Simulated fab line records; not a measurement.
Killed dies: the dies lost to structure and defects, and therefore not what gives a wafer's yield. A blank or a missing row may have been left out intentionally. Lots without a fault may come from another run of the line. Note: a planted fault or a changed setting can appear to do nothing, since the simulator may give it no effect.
fab line records	flow nand-harc
record: lots: 5	wafers: 14	last-day: 33
route steps=1302 shown A_M0@1146
lots that met no fault: taken from a fault-free run of the same line
start-h: start of the lot's first displayed wafer, in hours after the record's first day	wait-h: hours since the lot's step before	" as in the row above	L1.1+2: a single row standing in for several wafers	- value missing, or start not given	* or withheld: withheld	< > ~ a bound
route shown NAME@n: NAME is a module with steps in the file, n the number in the route of the first one	usual: mean and standard deviation over wafers with no fault	same: alike in all rows	chamber/n: place in a boat	sites: the reading at each site	_std_site: how widely they spread, as a standard deviation	_edge_site: inner sites' mean taken away from outer sites' mean	radius-mm: how far each site lies from the wafer's centre	mask NAME#n: copy n	behind: the tool/chamber that last shaped the wafer	hold: what put the lot on hold/how long, in hours/how the hold closed	device: the n, p or np transistor that did not switch	end of line: the route-end tests of the same wafers	a step with no rows: only its recipe	killed: at the first sort, the dies lost to defects and structure; wafer yield is something else	map: a wafer's dies, x killed, . not, _ none there
set.NAME: the setting the step ran with; set.NAME@STEP: the setting that earlier step ran with	model.NAME: the simulator's own value behind a step, which no gauge read
lots at some steps of the route; a table a step, a row a wafer
services: a tool's chamber out of use, with start hour (start-h, from the record's first day; less than 0 if before it), hours out, and reason
== steps ==
step: NHARC_A_M0_DEVELOP_08
recipe: develop-time-s: 35	dev-temp-c: 23
step: NHARC_A_M0_CD_MEAS_09
recipe: target-cd-nm: 80	landing-energy-ev: 500
usual: cd-nm: 79.9/0.83
lot.wafer	tool	chamber	start-h	wait-h	cd-nm
L635.1	cd-sem-01	0	576.32	-	79.6
L635.5	"	0	"	"	79.0
L635.6	"	0	"	"	79.1
L642.1	cd-sem-02	0	630.19	-	79.1
L642.2	"	0	"	"	78.8
L642.6	"	0	"	"	79.7
L644.3	cd-sem-02	0	654.55	-	81.2
L644.5	"	0	"	"	81.3
L650.3	cd-sem-02	0	721.02	-	80.8
L650.5	"	0	"	"	81.3
L650.6	"	0	"	"	81.3
L651.1	cd-sem-01	0	741.86	-	79.1
L651.2	"	0	"	"	78.9
L651.6	"	0	"	"	79.0
step: NHARC_A_M0_OVL_MEAS_10
recipe: pitch-nm: 160
usual: overlay-x-nm: -0.1/0.7	overlay-y-nm: -0.4/0.94
lot.wafer	tool	chamber	start-h	wait-h	overlay-x-nm	overlay-y-nm
L635.1	overlay-02	-	576.41	-	-0.1	0.8
L635.5	"	-	"	"	0.0	0.6
L635.6	"	-	"	"	-0.1	0.5
L642.1	overlay-01	-	630.27	-	-0.6	0.7
L642.2	"	-	"	"	0.1	0.4
L642.6	"	-	"	"	-0.1	1.0
L644.3	overlay-01	-	654.63	-	-1.0	-0.8
L644.5	"	-	"	"	-1.2	-1.1
L650.3	overlay-01	-	721.11	-	0.5	-0.6
L650.5	"	-	"	"	-0.1	-0.9
L650.6	"	-	"	"	0.2	-1.0
L651.1	overlay-02	-	741.94	-	-1.2	0.2
L651.2	"	-	"	"	-1.4	0.3
L651.6	"	-	"	"	-1.1	0.1
step: NHARC_A_M0_INSPECT_11
usual: raw-defect-count: 85/39
lot.wafer	tool	chamber	start-h	wait-h	raw-defect-count
L635.1	defect-inspect-02	-	576.45	0.0	93
L635.5	"	-	"	"	89
L635.6	"	-	"	"	93
L642.1	defect-inspect-02	-	630.31	0.0	120
L642.2	"	-	"	"	125
L642.6	"	-	"	"	119
L644.3	defect-inspect-02	-	654.67	0.0	118
L644.5	"	-	"	"	124
L650.3	defect-inspect-02	-	721.14	0.0	23
L650.5	"	-	"	"	20
L650.6	"	-	"	"	19
L651.1	defect-inspect-01	-	741.98	0.0	56
L651.2	"	-	"	"	49
L651.6	"	-	"	"	44
step: NHARC_A_M0_DESCUM_14
recipe: time-s: 3	o2-flow-sccm: 200	ar-flow-sccm: 0	bias-power-w: 0	chemistry: O2
usual: drypump-motor-current-A: 5.7/0.46	oes-product-au: 1.001/0.011	rf-vpp-V: 57.5/0.96	showerhead-plenum-p-Torr: 1.84/0.081	throttle-valve-pct: 11.313/0.0082
lot.wafer	tool	chamber	start-h	wait-h	drypump-motor-current-A	oes-product-au	rf-hours-counter-h	rf-vpp-V	showerhead-plenum-p-Torr	throttle-valve-pct
L635.1	rie-diel-08	0	576.53	0.1	5.9	1.010	1.3	56.3	1.77	11.315
L635.5	"	1	"	"	6.1	0.988	-	57.2	1.81	11.322
L635.6	"	2	"	"	5.9	1.009	-	57.6	1.78	11.298
L642.2	rie-diel-07	2	630.37	0.1	5.6	0.990	6.6	57.5	1.82	11.305
L642.1	"	3	"	"	5.2	1.008	8.2	57.9	2.05	11.306
L642.6	"	2	"	"	5.6	0.985	-	57.5	1.82	11.320
L644.3	rie-diel-08	1	654.73	0.1	6.1	0.989	6.0	56.3	1.80	11.323
L644.5	"	2	"	"	5.9	1.010	-	56.6	1.78	11.317
L650.3	rie-diel-05	1	721.23	0.1	6.4	1.029	6.8	57.4	1.83	11.320
L650.5	"	2	"	"	5.2	1.010	-	57.4	1.79	11.310
L650.6	"	3	"	"	4.8	1.014	-	57.4	1.83	11.317
L651.2	rie-diel-07	0	742.04	0.1	5.8	1.013	4.4	55.8	1.87	11.305
L651.1	"	3	"	"	5.3	1.015	4.4	59.6	2.04	11.315
L651.6	"	1	"	"	6.5	0.986	-	57.1	1.83	11.305
step: NHARC_A_M0_ETCH_34
recipe: target-depth-a: 400	overetch-a: 120	time-s: 43.94	ion-energy-ev: 200	n2-flow-sccm: 150	h2-flow-sccm: 150	ar-flow-sccm: 0	rf-w: 400	bias-w: 150	chemistry: N2/H2
step: NHARC_A_M0_ETCH_15
recipe: target-depth-a: 1500	overetch-a: 150	time-s: 82.5	c4f8-flow-sccm: withheld	ar-flow-sccm: 400	rf-w: 600	bias-w: 300	chemistry: C4F8/Ar
usual: oes-product-au: 0.957/0.022	rf-vpp-V: 438.5/2.4
lot.wafer	tool	chamber	start-h	wait-h	oes-product-au	rf-hours-counter-h	rf-vpp-V
L635.1	rie-diel-08	1	-	-	0.961	1.6	436.6
L635.5	"	2	"	"	0.963	-	437.8
L635.6	"	3	"	"	0.973	-	437.1
L642.1	rie-diel-07	3	-	-	0.932	8.2	445.7
L642.2	"	0	"	"	0.932	7.6	438.5
L642.6	"	0	"	"	0.935	-	439.6
L644.3	rie-diel-08	1	-	-	0.910	6.1	437.7
L644.5	"	3	"	"	0.940	-	436.9
L650.3	rie-diel-05	0	-	-	0.951	6.6	435.7
L650.6	"	1	"	"	0.988	-	437.5
L650.5	"	2	"	"	0.956	-	435.1
L651.2	rie-diel-07	0	-	-	0.924	4.4	439.5
L651.1	"	1	"	"	0.905	4.6	438.1
L651.6	"	0	"	"	0.928	-	438.8
step: NHARC_A_M0_CD_MEAS_16
usual: cd-nm: 79.9/0.99
lot.wafer	tool	chamber	start-h	wait-h	cd-nm
L635.1	cd-sem-01	-	576.81	-	80.2
L635.5	"	-	"	"	79.3
L635.6	"	-	"	"	78.2
L642.1	cd-sem-01	-	630.67	-	80.0
L642.2	"	-	"	"	80.5
L642.6	"	-	"	"	81.3
L644.3	cd-sem-02	-	655.04	-	81.1
L644.5	"	-	"	"	80.9
L650.3	cd-sem-03	-	721.51	-	80.2
L650.5	"	-	"	"	82.0
L650.6	"	-	"	"	81.2
L651.1	cd-sem-03	-	742.34	-	78.5
L651.2	"	-	"	"	79.0
L651.6	"	-	"	"	79.2
step: NHARC_A_M0_STRIP_18
recipe: power-w: 1000	n2-flow-sccm: 150	h2-flow-sccm: 150	ar-flow-sccm: 0	bias-w: 0	chemistry: N2/H2
usual: drypump-motor-current-A: 5.6/0.53	oes-product-au: 1.001/0.011	rf-vpp-V: 90.2/1	showerhead-plenum-p-Torr: 1.96/0.085	throttle-valve-pct: 14.171/0.0097
lot.wafer	tool	chamber	start-h	wait-h	drypump-motor-current-A	oes-product-au	rf-hours-counter-h	rf-vpp-V	showerhead-plenum-p-Torr	throttle-valve-pct
L635.1	rie-diel-07	2	576.96	0.2	5.6	0.991	4.6	89.5	1.94	14.160
L635.5	"	3	"	"	5.3	1.002	-	91.4	2.19	14.158
L635.6	"	0	"	"	5.9	0.997	-	91.3	1.99	14.191
L642.2	rie-diel-08	1	630.77	0.1	6.1	0.990	3.7	91.1	1.92	14.179
L642.1	"	2	"	"	5.9	1.010	5.0	89.8	1.90	14.162
L642.6	"	0	"	"	5.9	1.015	-	89.1	1.89	14.185
L644.3	rie-diel-05	1	655.16	0.1	6.5	1.021	2.6	91.0	1.95	14.172
L644.5	"	0	"	"	5.3	0.997	-	89.7	1.89	14.185
L650.3	rie-diel-07	3	721.65	0.1	5.2	1.008	3.3	91.1	2.18	14.176
L650.6	"	0	"	"	5.8	1.005	-	90.0	1.99	14.180
L650.5	"	1	"	"	6.5	0.982	-	89.7	1.95	14.173
L651.1	rie-diel-05	2	742.42	0.1	5.2	0.990	8.7	89.1	1.90	14.178
L651.2	"	1	"	"	6.5	1.011	9.0	91.1	1.95	14.163
L651.6	"	3	"	"	4.9	1.013	-	89.1	1.95	14.175
step: NHARC_A_M0_STRIP_19
recipe: time-s: 600	temp-c: 30	chemistry: post-etch-residue-remover
step: NHARC_A_M0_DEGAS_28
recipe: temp-c: 250	time-s: 60
usual: heater-power-w: 330/31
lot.wafer	tool	chamber	start-h	wait-h	heater-power-w
L635.1	pvd-sputter-01	-	577.43	-	307
L635.5	"	-	"	"	311
L635.6	"	-	"	"	309
L642.1	pvd-sputter-02	-	631.29	-	249
L642.2	"	-	"	"	325
L642.6	"	-	"	"	247
L644.3	pvd-sputter-01	-	655.66	-	341
L644.5	"	-	"	"	344
L650.3	pvd-sputter-03	-	722.13	-	337
L650.6	"	-	"	"	307
L650.5	"	-	"	"	336
L651.1	pvd-sputter-03	-	742.96	-	327
L651.2	"	-	"	"	308
L651.6	"	-	"	"	334
step: NHARC_A_M0_PRE_CLEAN_29
recipe: time-s: 30	temp-c: 280	gas: H2/He
step: NHARC_A_M0_PVD_20
recipe: target-thk-a: 50	bias-v: 168.6	power-w: 15000	chamber-pressure-pa: 0.12	time-s: 8.06	substrate-temp-c: 50	material: TaN
usual: cathode-dc-power-W: 15000/2.9	throttle-valve-pct: 30.2/1.3	time-s: 8.06/0
lot.wafer	tool	chamber	start-h	wait-h	cathode-dc-power-W	throttle-valve-pct	time-s
L635.1	pvd-sputter-01	-	577.54	-	15001	28.9	8.06
L635.5	"	-	"	"	15001	28.8	8.06
L635.6	"	-	"	"	14998	31.1	8.06
L642.2	pvd-sputter-02	-	631.41	-	14999	29.8	8.06
L642.1	"	-	"	"	15000	30.9	8.06
L642.6	"	-	"	"	15002	29.4	8.06
L644.3	pvd-sputter-01	-	655.77	-	15002	28.6	10.053
L644.5	"	-	"	"	14999	28.4	8.06
L650.3	pvd-sputter-03	-	722.25	-	14999	32.0	8.06
L650.5	"	-	"	"	14997	29.4	8.06
L650.6	"	-	"	"	15002	31.7	8.06
L651.1	pvd-sputter-03	-	743.11	-	14998	31.8	8.06
L651.2	"	-	"	"	14997	31.2	8.06
L651.6	"	-	"	"	14998	29.2	8.06
step: NHARC_A_M0_PVD_21
recipe: target-thk-a: 300	chamber-pressure-pa: 5	power-w: 5000	substrate-temp-c: 30	time-s: 20.49	material: Cu
usual: cathode-dc-power-W: 5000.0/0.95	throttle-valve-pct: 30.3/1.3	time-s: 20.49/0
lot.wafer	tool	chamber	start-h	wait-h	cathode-dc-power-W	throttle-valve-pct	time-s
L635.1	pvd-sputter-01	-	-	-	5000.8	28.8	20.49
L635.6	"	-	"	"	5000.2	28.6	20.49
L635.5	"	-	"	"	5000.8	31.5	20.49
L642.1	pvd-sputter-02	-	-	-	4999.3	29.5	20.49
L642.2	"	-	"	"	4999.8	29.2	20.49
L642.6	"	-	"	"	5000.4	32.4	20.49
L644.3	pvd-sputter-01	-	-	-	5000.4	31.6	20.49
L644.5	"	-	"	"	4998.6	31.3	20.49
L650.3	pvd-sputter-03	-	-	-	5001.6	28.2	20.49
L650.6	"	-	"	"	4999.5	31.1	20.49
L650.5	"	-	"	"	4999.5	28.3	20.49
L651.1	pvd-sputter-03	-	-	-	5001.0	30.9	20.49
L651.2	"	-	"	"	4999.0	28.1	20.49
L651.6	"	-	"	"	5002.1	31.8	20.49
== services ==
tool	chamber	start-h	hours	kind
rie-diel-07	0	553.74	-	clean
rie-diel-07	1	553.74	-	clean
rie-diel-07	2	553.74	-	clean
rie-diel-07	3	553.74	-	clean
rie-diel-07	2	556.51	6.6	repair
rie-diel-07	1	567.65	7.7	repair
rie-diel-07	0	578.24	-	clean
rie-diel-07	1	578.24	-	clean
pvd-sputter-01	-	582.00	10.0	pm
rie-diel-05	-	583.66	9.0	pm
rie-diel-07	1	611.82	7.1	repair
rie-diel-05	-	624.13	0.6	repair
rie-diel-05	3	627.36	9.2	repair
rie-diel-07	2	632.49	5.3	repair
pvd-sputter-02	-	638.21	10.0	pm
rie-diel-07	1	643.33	1.2	repair
rie-diel-07	-	648.24	9.0	pm
rie-diel-05	3	672.53	14.9	repair
pvd-sputter-03	-	672.96	2.1	repair
pvd-sputter-03	-	678.46	5.5	repair
pvd-sputter-02	-	693.21	11.4	repair
pvd-sputter-03	-	704.09	10.0	pm
pvd-sputter-02	-	716.23	5.9	repair
rie-diel-08	-	721.80	9.0	pm
== key ==
first-sign: step: NHARC_A_M0_PVD_20	reading: time-s	direction: up	sigmas: 99+	usual: *	struck: *
effect none on later readings
met-at NHARC_A_M0_PVD_20
struck-wafers L644.3
sort-left-out L644.3
onset-between 577.54 655.77
fault: kind: process-parameter-drift	tool: pvd-sputter-01	chamber: -	onset-h: 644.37	steps: NHARC_A_M0_PVD_20	channel: time-s	offset: *	shape: step	end-h: 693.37	scope: struck-wafers-only	acts-in: *	stated: *
sort-left-out: the simulated sort isn't trusted on such a fault, so these wafers' sort isn't shown, and their yield isn't known
